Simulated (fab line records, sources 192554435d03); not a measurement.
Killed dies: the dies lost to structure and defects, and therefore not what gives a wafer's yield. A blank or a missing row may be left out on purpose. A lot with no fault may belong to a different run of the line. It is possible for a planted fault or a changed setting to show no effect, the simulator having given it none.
Matching of chambers    flow n5-finfet    N5_BEOL_M5_ETCH_67 on rie-diel-01 has 4 sister chambers
The step etches SiARC in CF4, target depth 15.6 nm, time 26 s. 18 wafers are shown with their chamber, then 9 later ones without.

== WAFERS WITH THEIR CHAMBER ==
wafer   chamber  drypump-motor-current-A (A)  showerhead-plenum-p-Torr (Torr)  throttle-valve-pct (%)
L254.1  2        5.2                          2.15                             15.39
L254.4  1        4.8                          2.04                             15.66
L254.6  1        4.9                          2.04                             15.68
L257.3  0        5.6                          2.17                             15.77
L257.4  1        4.9                          2.04                             15.68
L257.6  0        5.6                          2.17                             15.75
L258.2  2        5.2                          2.14                             15.40
L258.4  2        5.2                          2.14                             15.40
L258.6  3        6.4                          2.11                             15.53
L259.1  2        5.2                          2.14                             15.42
L259.2  2        5.2                          2.14                             15.41
L259.4  2        5.2                          2.14                             15.39
L266.1  3        6.4                          2.10                             15.57
L266.3  2        5.2                          2.14                             15.45
L266.5  1        4.9                          2.03                             15.72
L274.1  0        5.6                          2.16                             15.81
L274.4  1        4.9                          2.03                             15.73
L274.6  2        5.2                          2.13                             15.46

SIGNATURES, as means of the wafers listed above
reading                   chamber 0  chamber 1  chamber 2  chamber 3  scatter within a chamber
drypump-motor-current-A   5.600      4.880      5.200      6.400      0.0239
showerhead-plenum-p-Torr  2.1667     2.0360     2.1400     2.1050     0.00558
throttle-valve-pct        15.7767    15.6940    15.4150    15.5500    0.0283
Rule: for a wafer and a chamber, the distance is found by dividing, reading by reading, the gap between the wafer's reading and the chamber's mean by the reading's scatter, squaring, summing and taking the root. If the next closest chamber is less than 2 further off than the closest, the wafer can't be placed; otherwise it belongs to the closest. The scatter is the square root of a quotient: the sum, over the shown wafers, of each reading's squared deviation from its chamber's mean, divided by wafers minus chambers.

== WAFERS WITH NO CHAMBER GIVEN ==
wafer   drypump-motor-current-A (A)  showerhead-plenum-p-Torr (Torr)  throttle-valve-pct (%)
L270.1  4.9                          2.03                             15.74
L270.3  5.2                          2.13                             15.45
L270.5  5.6                          2.16                             15.83
L273.2  6.4                          2.10                             15.60
L273.5  4.9                          2.03                             15.76
L273.6  5.6                          2.16                             15.84
L275.1  5.6                          2.16                             15.82
L275.3  6.4                          2.10                             15.59
L275.4  4.9                          2.03                             15.76

== WHICH CHAMBER EACH WENT THROUGH ==
wafer   from the rows above  in truth
L270.1  1                    1
L270.3  2                    2
L270.5  0                    0
L273.2  3                    3
L273.5  1                    1
L273.6  0                    0
L275.1  0                    0
L275.3  3                    3
L275.4  1                    1
Correct placement for 9 of the 9. From these rows, 0 cannot be placed. Placed wrongly: 0.
